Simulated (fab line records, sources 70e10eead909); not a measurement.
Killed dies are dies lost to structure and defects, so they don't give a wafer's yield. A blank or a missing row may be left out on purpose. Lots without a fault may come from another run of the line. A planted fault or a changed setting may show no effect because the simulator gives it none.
Chamber matching | flow nand_harc | NHARC_A_M0_CMP_23 on cmp-03: 4 sister chambers
The step polishes, t overpolish 20 s, target thk 113.75 nm. 4 wafers are shown with their chamber, then 7 later ones without.

WAFERS WITH THEIR CHAMBER
wafer  | chamber | motor_current_A (A)
L079.4 | 1       | 12.7
L079.5 | 0       | 11.1
L088.2 | 2       | 10.3
L088.3 | 3       | 13.3

WAFERS WITHOUT THEIR CHAMBER
wafer  | motor_current_A (A)
L088.6 | 10.8
L092.1 | 10.3
L092.5 | 11.7
L092.6 | 13.0
L096.3 | 10.9
L096.4 | 12.0
L096.5 | 12.3

WHICH CHAMBER EACH WENT THROUGH
wafer  | from the rows above          | in truth
L088.6 | can't be placed: 0 or 2      | 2
L092.1 | can't be placed: 2 or 0      | 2
L092.5 | can't be placed: 0 or 1 or 2 | 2
L092.6 | can't be placed: 1 or 3      | 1
L096.3 | can't be placed: 0 or 2      | 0
L096.4 | can't be placed: 1 or 0 or 3 | 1
L096.5 | can't be placed: 1 or 3 or 0 | 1
Placed correctly: 0 of 7. Can't be placed from these rows: 7 (the true chamber is among the candidates in 7). Placed wrongly: 0.
How it was worked out, from the rows above alone: a wafer's distance from a chamber is the root of the sum, over the readings, of the square of ((its reading less the chamber's mean) divided by the reading's scatter). The wafer belongs to the nearest chamber; if the next one is less than 2 further off, it can't be placed. A chamber's mean is the mean of its shown wafers. The scatter: with one shown wafer a chamber, the root of the mean of the squares of how far each hidden wafer lies from its nearest shown one.
